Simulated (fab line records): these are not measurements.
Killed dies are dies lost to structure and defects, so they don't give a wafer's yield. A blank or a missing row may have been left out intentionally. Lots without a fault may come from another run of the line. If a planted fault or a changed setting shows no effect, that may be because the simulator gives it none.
fab line records + flow n5-finfet
[record]
- lots = 10
- wafers = 30
- last-day = 17
route steps=1938 shown BEOL_M8@1346 PASSIVATION@1936
lots that met no fault: from a run of the same line without faults
start-h: hours from the record's opening day to when the first of the lot's shown wafers began + wait-h: hours from the lot's prior step to this one + " same as the row above + L1.1+2: one row covering several wafers at once + - no value, or no start given + * or withheld: withheld + < > ~ a bound
route shown NAME@n: names a module that has steps shown in the file, with the first one's number in the route + usual: mean and standard deviation over wafers with no fault + same: alike in all rows + chamber/n: place in a boat + sites: the reading at each site + _std_site: the values' standard deviation + _edge_site: outer sites' mean less inner sites' + radius-mm: for every site, how far away it sits from the centre of the wafer + mask NAME#n: copy n + behind: tool/chamber where the wafer was last shaped + hold: the reason the lot was held/the length of the hold in hours/how it ended + device: which transistor (n, p or np) failed to switch + end of line: tests of these same wafers at the route's end + a step without rows: its recipe alone + killed: not the wafer's yield, but the dies lost to structure and defects at the first sort + map: per-die view of a wafer (x killed, . not killed, _ where there is no die)
set.NAME: the setting as run; set.NAME@STEP: as run at that earlier step + model.NAME: the simulator's own value behind a step, which no gauge read
the route's steps for a sample of lots (tables are steps, rows are wafers)
services: from which hour (start-h, from the record's first day; less than 0 if before it) a tool's chamber was out of use, for how many hours, and why
[[steps]]
[step N5_BEOL_M8_OVL_MEAS_12]
[recipe]
- points-per-wafer = 44
[usual]
- M8_OVL = 0.1/0.81
| lot.wafer | tool       | chamber | start-h | wait-h | M8_OVL[nm] |
|-----------|------------|---------|---------|--------|------------|
| L335.1    | overlay-02 | 0       | 214.18  | 0.0    | 0.9        |
| L335.4    | "          | 0       | "       | "      | -0.6       |
| L335.5    | "          | 0       | "       | "      | 0.1        |
| L336.4    | overlay-02 | 0       | 220.42  | 0.0    | 0.2        |
| L336.5    | "          | 0       | "       | "      | 0.7        |
| L336.6    | "          | 0       | "       | "      | 0.6        |
| L338.1    | overlay-02 | 0       | 220.93  | 0.0    | -0.4       |
| L338.5    | "          | 0       | "       | "      | -0.4       |
| L338.6    | "          | 0       | "       | "      | -0.2       |
| L341.2    | overlay-01 | 0       | 229.43  | 0.0    | -0.2       |
| L341.3    | "          | 0       | "       | "      | 0.3        |
| L341.6    | "          | 0       | "       | "      | -0.9       |
| L340.3    | overlay-02 | 0       | 241.79  | 0.0    | -1.0       |
| L340.4    | "          | 0       | "       | "      | -0.8       |
| L340.5    | "          | 0       | "       | "      | -0.9       |
| L349.1    | overlay-02 | 0       | 298.04  | 0.0    | 0.6        |
| L349.3    | "          | 0       | "       | "      | 0.1        |
| L349.5    | "          | 0       | "       | "      | 1.1        |
| L351.2    | overlay-02 | 0       | 305.13  | 0.0    | 0.4        |
| L351.4    | "          | 0       | "       | "      | 0.3        |
| L351.6    | "          | 0       | "       | "      | 0.9        |
| L353.2    | overlay-01 | 0       | 307.94  | 0.0    | 0.5        |
| L353.4    | "          | 0       | "       | "      | 1.0        |
| L353.5    | "          | 0       | "       | "      | 1.8        |
| L354.1    | overlay-01 | 0       | 329.16  | 0.0    | 1.0        |
| L354.4    | "          | 0       | "       | "      | 0.2        |
| L354.5    | "          | 0       | "       | "      | 0.4        |
| L357.3    | overlay-01 | 0       | 333.37  | 0.0    | 0.0        |
| L357.4    | "          | 0       | "       | "      | 0.9        |
| L357.5    | "          | 0       | "       | "      | -0.9       |
[step N5_BEOL_M8_INSPECT_13]
[recipe]
- mode = adi
- inspect-instrument = brightfield
[usual]
- raw-defect-count = 424/100
| lot.wafer | tool              | chamber | start-h | wait-h | raw-defect-count |
|-----------|-------------------|---------|---------|--------|------------------|
| L335.1    | defect-inspect-02 | -       | 214.20  | 0.0    | 344              |
| L335.4    | "                 | -       | "       | "      | 436              |
| L335.5    | "                 | -       | "       | "      | 365              |
| L336.4    | defect-inspect-01 | -       | 220.44  | 0.0    | 432              |
| L336.5    | "                 | -       | "       | "      | 344              |
| L336.6    | "                 | -       | "       | "      | 323              |
| L338.1    | defect-inspect-01 | -       | 220.95  | 0.0    | 459              |
| L338.5    | "                 | -       | "       | "      | 599              |
| L338.6    | "                 | -       | "       | "      | 645              |
| L341.2    | defect-inspect-01 | -       | 229.45  | 0.0    | 363              |
| L341.3    | "                 | -       | "       | "      | 356              |
| L341.6    | "                 | -       | "       | "      | 351              |
| L340.3    | defect-inspect-01 | -       | 241.81  | 0.0    | 434              |
| L340.4    | "                 | -       | "       | "      | 345              |
| L340.5    | "                 | -       | "       | "      | 371              |
| L349.1    | defect-inspect-02 | -       | 298.07  | 0.0    | 414              |
| L349.3    | "                 | -       | "       | "      | 343              |
| L349.5    | "                 | -       | "       | "      | 400              |
| L351.2    | defect-inspect-01 | -       | 305.15  | 0.0    | 458              |
| L351.4    | "                 | -       | "       | "      | 481              |
| L351.6    | "                 | -       | "       | "      | 355              |
| L353.2    | defect-inspect-02 | -       | 307.97  | 0.0    | 378              |
| L353.4    | "                 | -       | "       | "      | 407              |
| L353.5    | "                 | -       | "       | "      | 321              |
| L354.1    | defect-inspect-02 | -       | 329.19  | 0.0    | 580              |
| L354.4    | "                 | -       | "       | "      | 496              |
| L354.5    | "                 | -       | "       | "      | 667              |
| L357.3    | defect-inspect-01 | -       | 333.40  | 0.0    | 383              |
| L357.4    | "                 | -       | "       | "      | 353              |
| L357.5    | "                 | -       | "       | "      | 384              |
[step N5_BEOL_M8_ETCH_61]
[recipe]
- chemistry = CF4
- target = SiARC
- target-depth-a = 455
- mask-material = CAR-ArF
- time-s = 75.8
- ion-energy-ev = 80
- pressure-mtorr = 40
- source-w = 545
- bias-w = 36
- Ar_flow_sccm = 100
- cf4-flow-sccm = 100
- ends = cleared
[usual]
- bias-w = 35.99/0.11
- drypump-motor-current-A = 5.6/0.39
- etch-rf-on-time-s = 76.0/2.3
- oes-product-au = 0.67/0.076
- rf-vpp-V = 183.6/1
- showerhead-plenum-p-Torr = 2.10/0.046
- throttle-valve-pct = 15.66/0.22
| lot.wafer | tool        | chamber | start-h | wait-h | bias-w | drypump-motor-current-A | etch-rf-on-time-s | oes-product-au | rf-hours-counter-h | rf-vpp-V | showerhead-plenum-p-Torr | throttle-valve-pct |
|-----------|-------------|---------|---------|--------|--------|-------------------------|-------------------|----------------|--------------------|----------|--------------------------|--------------------|
| L335.1    | rie-diel-06 | 0       | 214.30  | 0.0    | 35.96  | 5.7                     | 72.6              | 0.82           | 8                  | 183.1    | 2.09                     | 15.25              |
| L335.4    | "           | 2       | "       | "      | 35.98  | 5.5                     | 80.3              | 0.61           | 189                | 184.9    | 2.12                     | 15.85              |
| L335.5    | "           | 0       | "       | "      | 35.95  | 5.7                     | 73.1              | 0.82           | -                  | 183.3    | 2.10                     | 15.25              |
| L336.4    | rie-diel-02 | 3       | 220.51  | 0.0    | 35.98  | 5.2                     | 70.7              | 0.73           | 62                 | 182.1    | 2.09                     | 15.73              |
| L336.5    | "           | 3       | "       | "      | 35.88  | 5.2                     | 71.8              | 0.73           | -                  | 184.0    | 2.09                     | 15.74              |
| L336.6    | "           | 0       | "       | "      | 35.87  | 5.9                     | 76.4              | 0.60           | -                  | 185.3    | 2.21                     | 15.68              |
| L338.1    | rie-diel-06 | 3       | 221.02  | 0.0    | 36.06  | 5.5                     | 75.7              | 0.71           | 79                 | 184.0    | 2.10                     | 15.59              |
| L338.5    | "           | 3       | "       | "      | 35.83  | 5.5                     | 75.5              | 0.71           | -                  | 183.3    | 2.10                     | 15.58              |
| L338.6    | "           | 2       | "       | "      | 36.09  | 5.5                     | 80.4              | 0.61           | -                  | 184.6    | 2.12                     | 15.85              |
| L341.2    | rie-diel-06 | 2       | 229.65  | 0.0    | 36.15  | 5.5                     | 80.9              | 0.61           | 195                | 184.1    | 2.12                     | 15.86              |
| L341.3    | "           | 1       | "       | "      | 36.07  | 6.1                     | 77.8              | 0.73           | 58                 | 184.0    | 2.08                     | 15.75              |
| L341.6    | "           | 3       | "       | "      | 36.26  | 5.5                     | 76.9              | 0.71           | -                  | 183.7    | 2.10                     | 15.58              |
| L340.3    | rie-diel-06 | 3       | 242.28  | 0.0    | 35.77  | 5.5                     | 76.7              | 0.70           | 87                 | 183.5    | 2.09                     | 15.59              |
| L340.4    | "           | 0       | "       | "      | 36.13  | 5.7                     | 73.5              | 0.79           | 19                 | 182.0    | 2.09                     | 15.28              |
| L340.5    | "           | 0       | "       | "      | 36.12  | 5.7                     | 73.4              | 0.79           | -                  | 183.0    | 2.09                     | 15.25              |
| L349.1    | rie-diel-06 | 1       | 298.14  | 0.0    | 38.40  | 6.2                     | 75.1              | 0.72           | 83                 | 190.0    | 2.08                     | 15.83              |
| L349.3    | "           | 3       | "       | "      | 38.27  | 5.5                     | 74.4              | 0.70           | 107                | 190.7    | 2.09                     | 15.63              |
| L349.5    | "           | 2       | "       | "      | 38.17  | 5.5                     | 78.5              | 0.60           | -                  | 191.9    | 2.11                     | 15.91              |
| L351.2    | rie-diel-06 | 0       | 305.22  | 0.0    | 38.26  | 5.7                     | 71.0              | 0.77           | 39                 | 190.4    | 2.08                     | 15.31              |
| L351.4    | "           | 1       | "       | "      | 38.16  | 6.2                     | 74.6              | 0.71           | 85                 | 190.2    | 2.08                     | 15.81              |
| L351.6    | "           | 1       | "       | "      | 38.02  | 6.2                     | 75.0              | 0.72           | -                  | 190.0    | 2.08                     | 15.81              |
| L353.2    | rie-diel-04 | 3       | 308.07  | 0.0    | 35.84  | 5.5                     | 73.6              | 0.64           | 166                | 183.8    | 2.07                     | 15.79              |
| L353.4    | "           | 1       | "       | "      | 36.06  | 5.1                     | 77.1              | 0.61           | -                  | 182.3    | 2.05                     | 16.02              |
| L353.5    | "           | 3       | "       | "      | 35.65  | 5.5                     | 73.5              | 0.64           | -                  | 182.9    | 2.07                     | 15.79              |
| L354.1    | rie-diel-04 | 2       | 329.26  | 0.0    | 35.96  | 6.0                     | 75.3              | 0.82           | 5                  | 183.0    | 2.09                     | 15.27              |
| L354.4    | "           | 3       | "       | "      | 36.02  | 5.5                     | 73.4              | 0.63           | 174                | 183.1    | 2.07                     | 15.80              |
| L354.5    | "           | 1       | "       | "      | 36.08  | 5.1                     | 76.1              | 0.60           | -                  | 184.0    | 2.04                     | 16.02              |
| L357.3    | rie-diel-02 | 2       | 333.49  | 0.0    | 35.84  | 4.8                     | 78.3              | 0.60           | 238                | 184.9    | 2.16                     | 15.56              |
| L357.4    | "           | 3       | "       | "      | 35.91  | 5.2                     | 73.1              | 0.69           | -                  | 182.9    | 2.08                     | 15.82              |
| L357.5    | "           | 2       | "       | "      | 36.10  | 4.8                     | 77.5              | 0.60           | -                  | 184.4    | 2.16                     | 15.56              |
[step N5_BEOL_M8_STRIP_19]
[recipe]
- chemistry = O2
- power-w = 400
- temp-c = 40
- pressure-mtorr = 30
- rf-frequency-hz = 6e+07
- bias-power-w = 0
- overash-fraction = 0.2
- o2-flow-sccm = 225
[usual]
- drypump-motor-current-A = 5.6/0.39
- oes-product-au = 0.78/0.081
- rf-vpp-V = 3.6/0.66
- showerhead-plenum-p-Torr = 2.05/0.066
- throttle-valve-pct = 16.72/0.19
[same]
- bias-power-w = 0
| lot.wafer | tool        | chamber | start-h | wait-h | drypump-motor-current-A | oes-product-au | rf-hours-counter-h | rf-vpp-V | showerhead-plenum-p-Torr | throttle-valve-pct |
|-----------|-------------|---------|---------|--------|-------------------------|----------------|--------------------|----------|--------------------------|--------------------|
| L335.1    | rie-diel-04 | 0       | 214.65  | 0.1    | 6.1                     | 0.71           | 226                | 4.0      | 2.18                     | 16.87              |
| L335.4    | "           | 3       | "       | "      | 5.5                     | 0.77           | 135                | 3.0      | 2.03                     | 16.80              |
| L335.5    | "           | 2       | "       | "      | 6.0                     | 0.70           | -                  | 3.7      | 2.06                     | 16.73              |
| L336.4    | rie-diel-06 | 3       | 220.86  | 0.1    | 5.5                     | 0.83           | 79                 | 3.6      | 2.03                     | 16.56              |
| L336.5    | "           | 3       | "       | "      | 5.5                     | 0.84           | -                  | 3.1      | 2.03                     | 16.56              |
| L336.6    | "           | 2       | "       | "      | 5.5                     | 0.74           | -                  | 4.4      | 2.08                     | 16.97              |
| L338.1    | rie-diel-06 | 1       | 221.38  | 0.1    | 6.2                     | 0.87           | 56                 | 3.4      | 2.02                     | 16.69              |
| L338.5    | "           | 2       | "       | "      | 5.5                     | 0.73           | -                  | 3.4      | 2.08                     | 16.98              |
| L338.6    | "           | 1       | "       | "      | 6.2                     | 0.88           | -                  | 4.2      | 2.02                     | 16.70              |
| L341.2    | rie-diel-06 | 1       | 230.00  | 0.1    | 6.1                     | 0.87           | 59                 | 2.2      | 2.02                     | 16.72              |
| L341.3    | "           | 3       | "       | "      | 5.5                     | 0.83           | 82                 | 2.9      | 2.03                     | 16.57              |
| L341.6    | "           | 3       | "       | "      | 5.5                     | 0.83           | -                  | 3.6      | 2.03                     | 16.58              |
| L340.3    | rie-diel-06 | 3       | 242.73  | 0.1    | 5.5                     | 0.82           | 87                 | 4.0      | 2.03                     | 16.58              |
| L340.4    | "           | 0       | "       | "      | 5.7                     | 0.92           | 19                 | 3.4      | 2.04                     | 16.35              |
| L340.5    | "           | 1       | "       | "      | 6.2                     | 0.86           | -                  | 4.2      | 2.01                     | 16.70              |
| L349.1    | rie-diel-04 | 2       | 298.49  | 0.1    | 6.0                     | 0.68           | 252                | 4.3      | 2.05                     | 16.79              |
| L349.3    | "           | 1       | "       | "      | 5.2                     | 0.72           | 197                | 3.4      | 1.98                     | 16.95              |
| L349.5    | "           | 1       | "       | "      | 5.1                     | 0.73           | -                  | 3.3      | 1.98                     | 16.96              |
| L351.2    | rie-diel-04 | 1       | 305.58  | 0.1    | 5.1                     | 0.73           | 200                | 2.8      | 1.98                     | 16.98              |
| L351.4    | "           | 1       | "       | "      | 5.1                     | 0.72           | -                  | 3.6      | 1.98                     | 16.93              |
| L351.6    | "           | 0       | "       | "      | 6.1                     | 1.00           | -                  | 3.6      | 2.17                     | 16.46              |
| L353.2    | rie-diel-02 | 1       | 308.43  | 0.1    | 5.6                     | 0.69           | 247                | 4.4      | 1.97                     | 16.61              |
| L353.4    | "           | 0       | "       | "      | 5.9                     | 0.97           | 9                  | 3.0      | 2.16                     | 16.41              |
| L353.5    | "           | 1       | "       | "      | 5.6                     | 0.68           | -                  | 4.4      | 1.97                     | 16.61              |
| L354.1    | rie-diel-04 | 3       | 329.61  | 0.1    | 5.5                     | 0.72           | 174                | 4.2      | 2.02                     | 16.88              |
| L354.4    | "           | 0       | "       | "      | 6.1                     | 0.96           | 9                  | 3.5      | 2.17                     | 16.47              |
| L354.5    | "           | 1       | "       | "      | 5.2                     | 0.70           | -                  | 3.0      | 1.97                     | 16.98              |
| L357.3    | rie-diel-06 | 1       | 333.84  | 0.1    | 6.2                     | 0.84           | 95                 | 4.2      | 2.00                     | 16.78              |
| L357.4    | "           | 0       | "       | "      | 5.7                     | 0.87           | 50                 | 4.9      | 2.03                     | 16.40              |
| L357.5    | "           | 3       | "       | "      | 5.5                     | 0.79           | -                  | 3.8      | 2.02                     | 16.63              |
[step N5_PASSIVATION_PROBE_49]
[usual]
- defect-limited-yield = 91.3/1.5
- killed_at_M0_to_M3 = 35/8.7
- killed_at_M4_up = 14/5.5
- killed-at-contacts = 11/5.6
- killed-at-front-end = 39/13
- killed-at-other = 3.7/2.2
- killed-dies = 103/18
- killed-open = 69/14
- killed-short = 33/7.8
- sort_bin_5_function = 5.1/0.99
- sort_bin_6_memory = 3.3/0.67
- sort_bin_8_speed = 0.02/0.17
- sort-n-pass = 1077/18
- sort-yield-pct = 91.2/1.5
[same]
- gross-dies = 1180
- killed-at-back-side = 0
- sort_bin_4_leakage[%] = 0
| lot.wafer | tool      | chamber | start-h | wait-h | defect-limited-yield[%] | killed_at_M0_to_M3 | killed_at_M4_up | killed-at-contacts | killed-at-front-end | killed-at-other | killed-dies | killed-open | killed-short | sort_bin_5_function[%] | sort_bin_6_memory[%] | sort_bin_8_speed[%] | sort-n-pass | sort-yield-pct[%] |
|-----------|-----------|---------|---------|--------|-------------------------|--------------------|-----------------|--------------------|---------------------|-----------------|-------------|-------------|--------------|------------------------|----------------------|---------------------|-------------|-------------------|
| L338.1    | prober-02 | -       | 293.41  | 0.0    | 91.4                    | 38                 | 20              | 5                  | 31                  | 7               | 101         | 64          | 37           | 5.2                    | 3.1                  | 0                   | 1079        | 91.4              |
| L338.5    | prober-02 | -       | 293.61  | 0.2    | 92.6                    | 33                 | 8               | 13                 | 29                  | 4               | 87          | 62          | 24           | 3.7                    | 3.1                  | 0                   | 1093        | 92.6              |
| L338.6    | prober-02 | -       | 293.66  | 0.3    | 93.0                    | 31                 | 10              | 10                 | 26                  | 6               | 83          | 65          | 17           | 4.1                    | 2.6                  | 0                   | 1097        | 93.0              |
| L336.4    | prober-01 | -       | 294.20  | 0.2    | 91.7                    | 42                 | 13              | 10                 | 32                  | 1               | 98          | 65          | 33           | 5.2                    | 2.8                  | 0                   | 1082        | 91.7              |
| L336.5    | prober-01 | -       | 294.25  | 0.2    | 90.8                    | 42                 | 12              | 12                 | 34                  | 8               | 108         | 70          | 37           | 5.3                    | 3.7                  | 0                   | 1072        | 90.8              |
| L336.6    | prober-01 | -       | 294.30  | 0.3    | 89.8                    | 46                 | 8               | 13                 | 48                  | 5               | 120         | 76          | 42           | 6.3                    | 3.1                  | 0                   | 1060        | 89.8              |
| L340.3    | prober-02 | -       | 313.95  | 0.1    | 90.3                    | 47                 | 10              | 6                  | 49                  | 2               | 114         | 79          | 35           | 6.1                    | 3.3                  | 0                   | 1066        | 90.3              |
| L340.4    | prober-02 | -       | 314.00  | 0.2    | 91.9                    | 39                 | 8               | 12                 | 32                  | 4               | 95          | 57          | 38           | 4.5                    | 3.2                  | 0                   | 1085        | 91.9              |
| L340.5    | prober-02 | -       | 314.05  | 0.2    | 92.4                    | 47                 | 12              | 2                  | 21                  | 8               | 90          | 60          | 30           | 4.6                    | 2.9                  | 0                   | 1090        | 92.4              |
| L349.1    | prober-02 | -       | 376.56  | 0.0    | 91.9                    | 31                 | 13              | 11                 | 33                  | 7               | 95          | 64          | 30           | 5.1                    | 2.8                  | 0.08                | 1085        | 91.9              |
| L349.3    | prober-02 | -       | 376.66  | 0.1    | 90.6                    | 25                 | 20              | 18                 | 45                  | 3               | 111         | 76          | 35           | 6.2                    | 3.2                  | 0                   | 1069        | 90.6              |
| L349.5    | prober-02 | -       | 376.76  | 0.2    | 90.6                    | 33                 | 17              | 19                 | 38                  | 4               | 111         | 74          | 36           | 6.0                    | 3.2                  | 0                   | 1069        | 90.6              |
| L351.2    | prober-01 | -       | 378.00  | 0.1    | 92.4                    | 27                 | 17              | 8                  | 34                  | 4               | 90          | 65          | 22           | 4.7                    | 2.7                  | 0                   | 1090        | 92.4              |
| L351.4    | prober-01 | -       | 378.10  | 0.2    | 94.7                    | 21                 | 9               | 5                  | 24                  | 4               | 63          | 46          | 17           | 3.4                    | 1.7                  | 0                   | 1117        | 94.7              |
| L351.6    | prober-01 | -       | 378.20  | 0.3    | 93.0                    | 17                 | 25              | 10                 | 29                  | 2               | 83          | 55          | 24           | 4.4                    | 2.5                  | 0                   | 1097        | 93.0              |
// killed by level:class
L338.1 BEOL_M2:geometric-particle:open=13 FIN_SAQP:geometric-particle:open=8 FIN_SAQP:geometric-particle:short=7 BEOL_M0_SAQP:geometric-particle:short=7 BEOL_M0_SAQP:geometric-particle:open=7 BEOL_M4:geometric-particle:open=6 BEOL_M3:geometric-particle:open=5 BEOL_M4:geometric-particle:short=5
L338.5 STI_FIN_REVEAL:geometric-particle:open=12 MOL_CONTACT_COAG:geometric-particle:open=10 BEOL_M0_SAQP:geometric-particle:short=9 BEOL_M2:geometric-particle:open=8 BEOL_M0_SAQP:geometric-particle:open=6 BEOL_M3:geometric-particle:open=6 BEOL_M4:geometric-particle:open=4 FIN_SAQP:geometric-particle:short=3
L338.6 BEOL_M3:geometric-particle:open=13 MOL_CONTACT_COAG:geometric-particle:open=10 STI_FIN_REVEAL:geometric-particle:open=8 DUMMY_GATE:geometric-particle:open=6 BEOL_M0_SAQP:geometric-particle:open=5 BEOL_M0_SAQP:geometric-particle:short=5 FIN_CUT:geometric-particle:open=3 BEOL_M2:geometric-particle:open=3
L336.4 BEOL_M0_SAQP:geometric-particle:short=14 BEOL_M0_SAQP:geometric-particle:open=10 BEOL_M3:geometric-particle:open=9 FIN_SAQP:geometric-particle:open=8 GATE_CUT:geometric-particle:open=7 MOL_CONTACT_COAG:geometric-particle:open=6 FIN_SAQP:geometric-particle:short=5 BEOL_M4:geometric-particle:open=5
L336.5 BEOL_M0_SAQP:geometric-particle:open=17 BEOL_M0_SAQP:geometric-particle:short=13 MOL_CONTACT_COAG:geometric-particle:open=10 DUMMY_GATE:geometric-particle:open=8 STI_FIN_REVEAL:geometric-particle:open=6 FIN_SAQP:geometric-particle:short=5 BEOL_M3:geometric-particle:open=5 FIN_SAQP:geometric-particle:open=3
L336.6 BEOL_M0_SAQP:geometric-particle:short=13 STI_FIN_REVEAL:geometric-particle:open=12 MOL_CONTACT_COAG:geometric-particle:open=10 BEOL_M0_SAQP:geometric-particle:open=9 BEOL_M3:geometric-particle:open=9 GATE_CUT:geometric-particle:open=8 GATE_CUT:geometric-particle:short=7 BEOL_M1:geometric-particle:open=6
L340.3 BEOL_M1:geometric-particle:open=23 FIN_SAQP:geometric-particle:short=12 STI_FIN_REVEAL:geometric-particle:open=12 BEOL_M3:geometric-particle:open=8 FIN_SAQP:geometric-particle:open=7 MOL_CONTACT_COAG:geometric-particle:open=6 DUMMY_GATE:geometric-particle:open=5 GATE_CUT:geometric-particle:short=5
L340.4 BEOL_M0_SAQP:geometric-particle:short=10 MOL_CONTACT_COAG:geometric-particle:open=10 FIN_SAQP:geometric-particle:short=9 BEOL_M1:geometric-particle:open=8 FIN_SAQP:geometric-particle:open=6 BEOL_M0_SAQP:geometric-particle:open=5 BEOL_M1:geometric-particle:short=5 STI_FIN_REVEAL:geometric-particle:open=4
L340.5 BEOL_M1:geometric-particle:open=17 BEOL_M0_SAQP:geometric-particle:short=9 BEOL_M4:geometric-particle:open=9 BEOL_M3:geometric-particle:open=6 BEOL_M2:geometric-particle:open=4 PAD_METAL:geometric-particle:short=4 FIN_SAQP:geometric-particle:open=3 DUMMY_GATE:geometric-particle:open=3
L349.1 BEOL_M1:geometric-particle:open=11 FIN_SAQP:geometric-particle:open=9 MOL_CONTACT_COAG:geometric-particle:open=8 BEOL_M0_SAQP:geometric-particle:short=6 DUMMY_GATE:geometric-particle:open=5 BEOL_M0_SAQP:geometric-particle:open=4 BEOL_M2:geometric-particle:open=4 BEOL_M5:geometric-particle:open=3
L349.3 STI_FIN_REVEAL:geometric-particle:open=15 BEOL_M4:geometric-particle:open=13 MOL_CONTACT_COAG:geometric-particle:open=11 FIN_SAQP:geometric-particle:open=9 FIN_SAQP:geometric-particle:short=8 MOL_CONTACT_COAG:geometric-particle:short=7 BEOL_M0_SAQP:geometric-particle:open=6 BEOL_M1:geometric-particle:open=6
L349.5 MOL_CONTACT_COAG:geometric-particle:open=16 BEOL_M1:geometric-particle:open=11 FIN_SAQP:geometric-particle:short=8 DUMMY_GATE:geometric-particle:open=8 FIN_SAQP:geometric-particle:open=6 BEOL_M1:geometric-particle:short=6 BEOL_M4:geometric-particle:open=5 STI_FIN_REVEAL:geometric-particle:open=4
L351.2 FIN_SAQP:geometric-particle:short=11 BEOL_M3:geometric-particle:open=11 BEOL_M4:geometric-particle:open=9 FIN_SAQP:geometric-particle:open=6 MOL_CONTACT_COAG:geometric-particle:open=6 STI_FIN_REVEAL:geometric-particle:open=5 BEOL_M0_SAQP:geometric-particle:open=5 BEOL_M2:geometric-particle:open=5
L351.4 FIN_SAQP:geometric-particle:short=7 STI_FIN_REVEAL:geometric-particle:open=7 BEOL_M0_SAQP:geometric-particle:open=7 BEOL_M1:geometric-particle:open=6 BEOL_M4:geometric-particle:open=6 MOL_CONTACT_COAG:geometric-particle:open=5 BEOL_M3:geometric-particle:open=5 STARTING-WAFER:geometric-particle:short=4
L351.6 BEOL_M4:geometric-particle:open=15 MOL_CONTACT_COAG:geometric-particle:open=9 GATE_CUT:geometric-particle:short=8 STI_FIN_REVEAL:geometric-particle:open=7 BEOL_M3:geometric-particle:open=6 BEOL_M4:geometric-particle:short=4 STARTING-WAFER:geometric-particle:open=4 GATE_CUT:geometric-particle:open=3
[[services]]
| tool        | chamber | start-h | hours | kind                          |
|-------------|---------|---------|-------|-------------------------------|
| rie-diel-02 | 0       | 197.42  | 3.8   | repair                        |
| rie-diel-02 | 0       | 240.73  | -     | clean                         |
| rie-diel-02 | 0       | 240.73  | -     | consumable-replace:focus-ring |
| rie-diel-02 | 0       | 240.73  | 20.3  | scheduled-down                |
| rie-diel-02 | 0       | 240.73  | 20.3  | vent-cycle                    |
| rie-diel-06 | 0       | 247.66  | 11.7  | repair                        |
| rie-diel-04 | 3       | 275.02  | 10.0  | repair                        |
| rie-diel-06 | 3       | 280.34  | 5.1   | repair                        |
| rie-diel-04 | 0       | 285.05  | -     | clean                         |
| rie-diel-04 | 0       | 285.05  | -     | consumable-replace:focus-ring |
| rie-diel-04 | 0       | 285.05  | 18.8  | scheduled-down                |
| rie-diel-04 | 0       | 285.05  | 18.8  | vent-cycle                    |
| rie-diel-04 | 2       | 304.11  | -     | clean                         |
| rie-diel-04 | 2       | 304.11  | -     | consumable-replace:focus-ring |
| rie-diel-04 | 2       | 304.11  | 12.8  | scheduled-down                |
| rie-diel-04 | 2       | 304.11  | 12.8  | vent-cycle                    |
| rie-diel-02 | 1       | 317.81  | -     | clean                         |
| rie-diel-02 | 1       | 317.81  | -     | consumable-replace:focus-ring |
| rie-diel-02 | 1       | 317.81  | -     | consumable-replace:showerhead |
| rie-diel-02 | 1       | 317.81  | 17.8  | scheduled-down                |
| rie-diel-02 | 1       | 317.81  | 17.8  | vent-cycle                    |
[[key]]
[first-sign]
- step = N5_BEOL_M8_ETCH_61
- reading = bias-w
- direction = up
- sigmas = 20
- usual = *
- struck = *
[effect]
- step = N5_BEOL_M8_ETCH_61
- reading = rf-vpp-V
- direction = up
- sigmas = 6.9
- usual = 183.6
- struck = 190.6
met-at N5_BEOL_M8_ETCH_61
struck-lots L349,L351
not-acting-at N5_BEOL_M8_OVL_MEAS_12,N5_BEOL_M8_INSPECT_13,N5_BEOL_M8_STRIP_19
onset-between 242.28 298.14
[fault]
- kind = process-parameter-drift
- tool = rie-diel-06
- chamber = -
- onset-h = 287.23
- steps = N5_BEOL_M8_ETCH_61
- channel = bias-w
- offset = *
- shape = step
- end-h = 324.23
- acts-in = *
- stated = *
